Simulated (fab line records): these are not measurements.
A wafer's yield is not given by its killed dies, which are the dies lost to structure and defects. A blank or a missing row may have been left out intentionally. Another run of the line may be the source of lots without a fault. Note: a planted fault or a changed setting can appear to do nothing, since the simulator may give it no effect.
Matching of chambers -- flow n5 finfet -- N5_BEOL_M11_ETCH_61 on rie diel-02 has 4 sister chambers
The step etches SiARC in CF4, target depth 39 nm, time 65 s. 7 wafers are shown with their chamber, then 8 later ones without.

== WAFERS WITH THEIR CHAMBER ==
wafer,chamber,throttle valve pct (%),showerhead plenum p Torr (Torr)
L077.1,2,15.28,2.28
L082.2,3,15.87,2.22
L082.6,1,15.66,2.25
L083.1,0,16.04,2.21
L083.2,2,15.31,2.28
L083.4,1,15.66,2.25
L087.2,0,16.05,2.20

== WAFERS WITHOUT THEIR CHAMBER ==
wafer,throttle valve pct (%),showerhead plenum p Torr (Torr)
L087.4,15.31,2.28
L087.6,16.05,2.20
L093.2,15.34,2.27
L093.4,15.68,2.25
L093.6,15.35,2.27
L097.1,15.71,2.24
L097.4,15.36,2.27
L097.5,15.93,2.21

== WHICH CHAMBER EACH WENT THROUGH ==
wafer,from the rows above,in truth
L087.4,2,2
L087.6,0,0
L093.2,2,2
L093.4,1,1
L093.6,2,2
L097.1,1,1
L097.4,2,2
L097.5,3,3
Correctly placed: 8 of 8. Not placeable from these rows: 0. Wrongly placed: 0.
How it was worked out, from the rows above alone: a wafer's distance from a chamber is the root of the sum, over the readings, of the square of ((its reading less the chamber's mean) divided by the reading's scatter). If the next closest chamber is less than 2 further off than the closest, the wafer can't be placed; otherwise it belongs to the closest. A chamber's mean is the mean of its shown wafers. How the scatter is found: for the shown wafers, subtract from each reading the mean of its chamber, square and add these, divide the total by (wafers less chambers), then take the root.
